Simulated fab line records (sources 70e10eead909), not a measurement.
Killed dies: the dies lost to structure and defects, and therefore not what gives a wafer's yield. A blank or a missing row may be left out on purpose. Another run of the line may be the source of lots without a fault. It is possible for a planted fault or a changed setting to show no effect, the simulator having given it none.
fab line records	flow nandHarc
record: lots: 5	wafers: 15	lastDay: 29
route steps=1302 shown A_M1@1181 END@1302
lots that met no fault: taken from a fault-free run of the same line
startH: hours from the record's first day to the start of the lot's first wafer shown	waitH: hours elapsed since this lot's preceding step	" as in the row above	L1.1+2: several wafers, shown together as one row	- value missing, or start not given	* or withheld: withheld	< > ~ a bound
route shown NAME@n: NAME is a module with steps in the file, n the number in the route of the first one	usual: average and standard deviation across the fault-free wafers	same: alike in all rows	chamber/n: place in a boat	sites: each site's reading	_std_site: standard deviation across them	_edge_site: inner sites' mean taken away from outer sites' mean	radiusMm: for every site, how far away it sits from the centre of the wafer	mask NAME#n: copy n	behind: the tool/chamber that last shaped the wafer	hold: why the lot was held/for how many hours/how that ended	device: transistor that didn't switch, given as n, p or np	end of line: at the end of the route, the tests of the same wafers	step lacking rows: just its recipe	killed: at the first sort, the dies lost to defects and structure; wafer yield is something else	map: the dies of a wafer, with x for killed, . for not killed, _ for no die there
set.NAME: the setting the step ran with; set.NAME@STEP: the setting that earlier step ran with	model.NAME: the simulator's own value behind a step, which no gauge read
certain route steps with their lots: each step a table, each wafer a row
services: from which hour (startH, from the record's first day; less than 0 if before it) a tool's chamber was out of use, for how many hours, and why
== steps ==
step: NHARC_A_M1_INSPECT_11
usual: rawDefectCount: 85/35
lot.wafer	tool	chamber	startH	waitH	rawDefectCount
L344.1	defectInspect-01	-	570.24	0.0	104
L344.2	"	-	"	"	122
L344.3	"	-	"	"	109
L348.1	defectInspect-02	-	591.93	0.0	29
L348.3	"	-	"	"	28
L348.5	"	-	"	"	34
L349.1	defectInspect-01	-	626.40	0.0	128
L349.4	"	-	"	"	118
L349.6	"	-	"	"	111
L351.2	defectInspect-01	-	628.88	0.0	70
L351.4	"	-	"	"	65
L351.5	"	-	"	"	70
L354.1	defectInspect-02	-	669.35	0.0	69
L354.2	"	-	"	"	56
L354.4	"	-	"	"	72
step: NHARC_A_M1_DESCUM_14
recipe: timeS: 3	o2FlowSccm: 200	arFlowSccm: 0	biasPowerW: 0	chemistry: O2
step: NHARC_A_M1_ETCH_35
recipe: targetDepthA: 400	overetchA: 120	timeS: 43.94	ionEnergyEv: 200	n2FlowSccm: 150	h2FlowSccm: 150	arFlowSccm: 0	rfW: 400	biasW: 150	chemistry: N2/H2
usual: drypumpMotorCurrentA: 5.8/0.42	oesProductAu: 0.994/0.014	rfVppV: 430.2/2.4	showerheadPlenumPTorr: 2.03/0.083	throttleValvePct: 14.172/0.01
lot.wafer	tool	chamber	startH	waitH	drypumpMotorCurrentA	oesProductAu	rfHoursCounterH	rfVppV	showerheadPlenumPTorr	throttleValvePct
L344.3	rieDiel-02	3	570.39	0.1	5.7	0.998	4.8	432.5	2.08	14.169
L344.1	"	0	"	"	6.0	0.967	5.1	429.5	2.01	14.184
L344.2	"	2	"	"	6.4	0.989	4.2	429.3	1.92	14.159
L348.1	rieDiel-11	1	592.08	0.1	6.1	0.985	5.7	427.8	1.96	14.173
L348.3	"	2	"	"	6.0	1.007	7.1	435.1	2.20	14.181
L348.5	"	2	"	"	6.0	1.006	-	435.8	2.20	14.150
L349.1	rieDiel-02	1	626.55	0.1	5.8	1.002	1.8	428.3	1.93	14.159
L349.4	"	3	"	"	5.7	1.002	1.7	432.8	2.08	14.186
L349.6	"	1	"	"	5.8	1.011	-	429.6	1.93	14.180
L351.2	rieDiel-02	3	629.03	0.1	5.7	0.996	1.8	431.3	2.08	14.176
L351.4	"	1	"	"	5.7	1.004	1.8	427.8	1.93	14.164
L351.5	"	3	"	"	5.7	0.987	-	432.5	2.08	14.163
L354.2	rieDiel-02	0	669.50	0.1	6.0	0.980	2.9	429.1	2.01	14.169
L354.1	"	1	"	"	5.7	0.992	3.0	427.3	1.93	14.181
L354.4	"	3	"	"	5.7	0.985	3.3	432.0	2.08	14.141
step: NHARC_A_M1_ETCH_15
recipe: targetDepthA: 1825	timeS: 91.2	c4f8FlowSccm: withheld	arFlowSccm: 400	rfW: 600	biasW: 300	chemistry: C4F8/Ar
usual: oesProductAu: 0.948/0.023	rfVppV: 440.6/2.4
lot.wafer	tool	chamber	startH	waitH	oesProductAu	rfHoursCounterH	rfVppV
L344.1	rieDiel-02	1	-	-	0.920	4.4	438.0
L344.3	"	3	"	"	0.942	4.8	443.7
L344.2	"	0	"	"	0.893	5.2	439.4
L348.1	rieDiel-11	1	-	-	0.911	5.7	438.4
L348.3	"	3	"	"	0.909	7.3	444.2
L348.5	"	0	"	"	0.918	-	445.1
L349.4	rieDiel-02	3	-	-	0.958	1.7	441.5
L349.1	"	0	"	"	0.965	1.7	439.2
L349.6	"	0	"	"	0.957	-	439.4
L351.4	rieDiel-02	2	-	-	0.912	1.9	436.3
L351.2	"	1	"	"	0.923	1.8	438.7
L351.5	"	2	"	"	0.922	-	438.4
L354.1	rieDiel-02	1	-	-	0.959	3.0	437.5
L354.4	"	2	"	"	0.980	3.4	436.1
L354.2	"	3	"	"	0.972	3.3	443.1
step: NHARC_A_M1_CD_MEAS_16
usual: cdNm: 120.2/1.2
lot.wafer	tool	chamber	startH	waitH	cdNm
L344.1	cdSem-01	-	570.61	-	120.7
L344.2	"	-	"	"	119.2
L344.3	"	-	"	"	120.3
L348.1	cdSem-01	-	592.30	-	120.4
L348.3	"	-	"	"	120.5
L348.5	"	-	"	"	120.6
L349.1	cdSem-02	-	626.76	-	121.9
L349.4	"	-	"	"	120.8
L349.6	"	-	"	"	121.2
L351.2	cdSem-02	-	629.25	-	120.4
L351.4	"	-	"	"	119.8
L351.5	"	-	"	"	117.8
L354.1	cdSem-01	-	669.71	-	120.5
L354.2	"	-	"	"	119.2
L354.4	"	-	"	"	120.6
step: NHARC_A_M1_STRIP_18
recipe: powerW: 1000	n2FlowSccm: 150	h2FlowSccm: 150	arFlowSccm: 0	biasW: 0	chemistry: N2/H2
step: NHARC_A_M1_ETCH_28
recipe: targetDepthA: 300	overEtchFrac: 0.3	timeS: 72.99	ionEnergyEv: 150	cf4FlowSccm: 50	n2FlowSccm: 100	arFlowSccm: 150	rfW: 300	biasW: 100	chemistry: CF4/N2
usual: drypumpMotorCurrentA: 5.8/0.49	oesProductAu: 0.995/0.015	rfVppV: 314.4/2.1	showerheadPlenumPTorr: 2.65/0.11	throttleValvePct: 19.793/0.0088
same: overEtchFrac: 0.3
lot.wafer	tool	chamber	startH	waitH	drypumpMotorCurrentA	oesProductAu	rfHoursCounterH	rfVppV	showerheadPlenumPTorr	throttleValvePct
L344.2	rieDiel-12	2	-	-	5.5	0.986	7.8	314.2	2.59	19.802
L344.1	"	3	"	"	5.1	0.979	7.7	314.6	2.70	19.789
L344.3	"	1	"	"	5.8	1.011	7.6	312.6	2.55	19.794
L348.1	rieDiel-12	2	-	-	5.6	0.977	8.1	312.5	2.59	19.798
L348.3	"	3	"	"	5.1	0.981	8.0	315.5	2.70	19.795
L348.5	"	1	"	"	5.9	0.999	-	311.7	2.55	19.800
L349.1	rieDiel-11	3	-	-	5.2	0.987	0.8	316.9	2.78	19.791
L349.4	"	0	"	"	6.7	1.021	1.3	315.7	2.71	19.796
L349.6	"	2	"	"	6.0	0.999	-	318.6	2.81	19.792
L351.2	rieDiel-11	3	-	-	5.1	0.988	0.9	316.8	2.78	19.787
L351.4	"	1	"	"	6.1	0.964	1.3	313.0	2.53	19.795
L351.5	"	3	"	"	5.2	0.989	-	317.9	2.78	19.796
L354.4	rieDiel-11	2	-	-	6.0	1.000	3.1	315.9	2.81	19.786
L354.1	"	3	"	"	5.2	1.014	3.1	317.0	2.78	19.791
L354.2	"	1	"	"	6.1	0.974	3.3	312.0	2.53	19.793
step: NHARC_A_M1_STRIP_19
recipe: timeS: 600	tempC: 30	chemistry: postEtchResidueRemover
step: NHARC_A_M1_DEGAS_29
recipe: tempC: 250	timeS: 60
usual: heaterPowerW: 337/30
lot.wafer	tool	chamber	startH	waitH	heaterPowerW
L344.2	pvdSputter-02	-	571.32	-	390
L344.3	"	-	"	"	357
L344.1	"	-	"	"	281
L348.1	pvdSputter-03	-	593.01	-	341
L348.3	"	-	"	"	352
L348.5	"	-	"	"	348
L349.1	pvdSputter-03	-	627.49	-	346
L349.4	"	-	"	"	367
L349.6	"	-	"	"	316
L351.2	pvdSputter-03	-	629.97	-	354
L351.4	"	-	"	"	318
L351.5	"	-	"	"	350
L354.1	pvdSputter-01	-	670.43	-	340
L354.4	"	-	"	"	368
L354.2	"	-	"	"	300
step: NHARC_A_M1_PRE_CLEAN_30
recipe: timeS: 30	tempC: 280	gas: H2/He
step: NHARC_A_M1_PVD_20
recipe: targetThkA: 50	biasV: 168.6	powerW: 15000	chamberPressurePa: 0.12	timeS: 8.06	substrateTempC: 50	material: TaN
usual: cathodeDcPowerW: 15000/2.8	chamberPressurePa: 0.12001/0.00025	substrateTempC: 50.00/0.11	throttleValvePct: 30.5/0.77
lot.wafer	tool	chamber	startH	waitH	cathodeDcPowerW	chamberPressurePa	substrateTempC	throttleValvePct
L344.3	pvdSputter-02	-	-	-	15001	0.12063	49.97	31.4
L344.1	"	-	"	"	14996	0.11995	50.02	30.5
L344.2	"	-	"	"	15000	0.11974	49.90	31.4
L348.3	pvdSputter-03	-	-	-	14996	0.11984	50.03	28.9
L348.1	"	-	"	"	15002	0.11986	50.13	30.1
L348.5	"	-	"	"	14997	0.11966	49.86	29.6
L349.4	pvdSputter-03	-	-	-	15000	0.11981	49.93	28.7
L349.1	"	-	"	"	15004	0.11995	50.04	29.6
L349.6	"	-	"	"	15000	0.12025	49.99	30.1
L351.2	pvdSputter-03	-	-	-	15001	0.12014	49.81	29.8
L351.4	"	-	"	"	15008	0.11998	49.96	30.3
L351.5	"	-	"	"	14998	0.12018	49.86	29.9
L354.2	pvdSputter-01	-	-	-	15004	0.11969	50.04	31.1
L354.1	"	-	"	"	15001	0.1205	49.91	30.8
L354.4	"	-	"	"	15000	0.12003	50.22	30.2
step: NHARC_A_M1_PVD_21
recipe: targetThkA: 300	chamberPressurePa: 5	powerW: 5000	substrateTempC: 30	timeS: 20.49	material: Cu
step: NHARC_A_M1_ECD_22
recipe: targetThkA: 4000	bathTempC: 25	material: Cu
usual: bathHeatDutyPct: 6.1/0.55
lot.wafer	tool	chamber	startH	waitH	bathHeatDutyPct
L344.1	ecdCu-02	0	571.68	-	6.5
L344.2	"	1	"	"	5.8
L344.3	"	0	"	"	6.7
L348.1	ecdCu-02	1	593.43	-	6.6
L348.3	"	0	"	"	6.3
L348.5	"	0	"	"	6.5
L349.1	ecdCu-02	0	627.90	-	6.5
L349.4	"	0	"	"	5.8
L349.6	"	1	"	"	5.9
L351.2	ecdCu-01	0	630.37	-	5.6
L351.4	"	0	"	"	5.7
L351.5	"	0	"	"	6.1
L354.1	ecdCu-01	1	670.79	-	6.2
L354.2	"	0	"	"	6.1
L354.4	"	0	"	"	6.1
step: NHARC_A_M1_ANNEAL_31
recipe: tempC: 225	timeS: 90
step: NHARC_A_M1_CMP_23
recipe: tOverpolishS: 20	targetThkNm: 154.34
usual: motorCurrentA: 12.2/1.1	retainingRingPressureFrac: 1.000/0.0047	timeToEndpointS: 30/3.6
lot.wafer	tool	chamber	startH	waitH	motorCurrentA	retainingRingPressureFrac	timeToEndpointS
L344.2	cmp-03	2	572.43	-	13.1	1.002	31
L344.3	"	3	"	"	10.9	0.999	36
L344.1	"	0	"	"	12.3	0.994	31
L348.1	cmp-02	1	594.16	-	12.1	1.004	28
L348.3	"	3	"	"	10.0	0.993	24
L348.5	"	0	"	"	13.8	1.002	32
L349.4	cmp-03	1	628.63	-	13.0	0.999	31
L349.1	"	2	"	"	14.0	1.003	30
L349.6	"	3	"	"	10.9	1.001	31
L351.2	cmp-03	1	631.07	-	13.5	0.999	28
L351.4	"	2	"	"	13.7	1.002	29
L351.5	"	0	"	"	13.0	1.012	29
L354.1	cmp-02	0	671.51	-	11.8	0.992	29
L354.4	"	1	"	"	12.5	0.998	11
L354.2	"	3	"	"	10.2	0.998	7
step: NHARC_A_M1_THK_MEAS_24
recipe: thkMeasGauge: xrf
usual: thkNm: 154.8/1.7
lot.wafer	tool	chamber	startH	waitH	thkNm
L344.1	filmMetro-02	-	572.72	-	153.5
L344.2	"	-	"	"	155.0
L344.3	"	-	"	"	157.3
L348.1	filmMetro-02	-	594.45	-	153.4
L348.3	"	-	"	"	153.1
L348.5	"	-	"	"	154.5
L349.1	filmMetro-02	-	628.89	-	153.0
L349.4	"	-	"	"	154.5
L349.6	"	-	"	"	156.6
L351.2	filmMetro-02	-	631.36	-	154.8
L351.4	"	-	"	"	154.6
L351.5	"	-	"	"	154.1
L354.1	filmMetro-02	-	671.82	-	156.0
L354.2	"	-	"	"	154.7
L354.4	"	-	"	"	154.5
step: NHARC_END_SORT_01
recipe: tempC: 25
usual: defectLimitedYield: 91.2/2.6	killedAtArray: 55/17	killedAtOther: 0.9/1.2	killedAtPeriphery: 3.7/2.5	killedDies: 59/18	killedOpen: 3.4/1.9	killedShort: 2.6/1.6	sort_bin_2_pct: 3.1/1.2	sort_bin_3_pct: 0.7/0.4	sort_bin_4_pct: 4.9/1.4	sortNPass: 618/18	sortRimYieldPct: 93/3.7	sortYieldPct: 91.2/2.6
same: grossDies: 677	sort_bin_5_pct[%]: 0	sort_bin_6_pct[%]: 0	sort_bin_7_pct[%]: 0	sort_bin_8_pct[%]: 0	sortRimNGross: 106.00
lot.wafer	tool	chamber	startH	waitH	defectLimitedYield[%]	killedAtArray	killedAtOther	killedAtPeriphery	killedDies	killedOpen	killedShort	sort_bin_2_pct[%]	sort_bin_3_pct[%]	sort_bin_4_pct[%]	sortNPass	sortRimYieldPct[%]	sortYieldPct[%]
L348.1	prober-02	0	643.59	2.5	94.8	30	2	3	35	4	2	2.1	0.3	2.8	642	97	94.8
L348.3	prober-02	0	645.18	3.1	95.4	27	0	4	31	4	5	0.7	0.3	3.5	646	96	95.4
L348.5	prober-02	0	646.77	3.7	95.0	31	2	1	34	5	1	1.2	0.4	3.4	643	94	95.0
killed by level:class
L348.1 A_CHANNEL_HOLE_D2:chamberFilmFlake=16 A_STAIRCASE:chamberFilmFlake=5 P_M0:geometricParticle:open=2 A_CHANNEL_HOLE_D1:chamberFilmFlake=2 THIN_TSV:chamberFilmFlake=2 A_SLIT:geometricParticle:short=1 A_WL_FILL:geometricParticle:open=1 A_BLC:geometricParticle:short=1
L348.3 A_CHANNEL_HOLE_D2:chamberFilmFlake=11 P_CONTACT:geometricParticle:open=2 A_CONTACT:geometricParticle:short=2 A_CHANNEL_FILL_D2:chamberFilmFlake=2 A_STAIRCASE:chamberFilmFlake=2 A_SLIT:chamberFilmFlake=2 A_BONDPAD:chamberFilmFlake=2 P_M0:geometricParticle:open=1
L348.5 A_CHANNEL_HOLE_D2:chamberFilmFlake=10 A_CHANNEL_HOLE_D1:chamberFilmFlake=7 A_STAIRCASE:chamberFilmFlake=5 A_CHANNEL_FILL_D2:chamberFilmFlake=2 A_CONTACT:chamberFilmFlake=2 P_STI:geometricParticle:open=1 A_ONON_D1:geometricParticle:open=1 A_ONON_D2:geometricParticle:open=1
== services ==
tool	chamber	startH	hours	kind
rieDiel-02	0	549.70	-	clean
rieDiel-02	1	550.49	4.0	repair
cmp-03	-	554.37	4.0	pm
pvdSputter-03	-	554.89	0.7	repair
rieDiel-02	-	570.70	9.0	pm
rieDiel-11	-	571.56	12.3	repair
cmp-02	-	581.31	1.3	repair
pvdSputter-01	-	582.00	10.0	pm
cmp-02	-	586.97	0.3	repair
pvdSputter-03	-	590.50	1.5	repair
ecdCu-02	-	596.04	8.0	pm
rieDiel-11	2	597.41	23.1	repair
pvdSputter-02	-	606.32	2.5	repair
rieDiel-11	-	609.50	9.0	pm
ecdCu-01	-	614.85	2.6	repair
rieDiel-12	-	622.40	9.0	pm
cmp-03	-	624.30	2.3	repair
pvdSputter-01	-	625.73	0.6	repair
cmp-02	-	626.39	4.0	pm
rieDiel-02	-	635.70	0.6	repair
pvdSputter-02	-	638.00	10.0	pm
cmp-03	-	638.98	0.4	repair
cmp-03	-	652.37	4.0	pm
pvdSputter-02	-	668.98	7.1	repair
== key ==
firstSign: step: NHARC_A_M1_CMP_23	reading: timeToEndpointS	direction: down	sigmas: 5.9	usual: *	struck: *
effect none on later readings
metAt NHARC_A_M1_ECD_22
struckWafers L354.2,L354.4
onsetBetween 630.37 670.79
fault: kind: processParameterDrift	tool: ecdCu-01	chamber: -	onsetH: 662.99	steps: NHARC_A_M1_ECD_22	channel: targetThkA	offset: *	shape: step	endH: 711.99	scope: struckWafersOnly	actsIn: *	stated: *
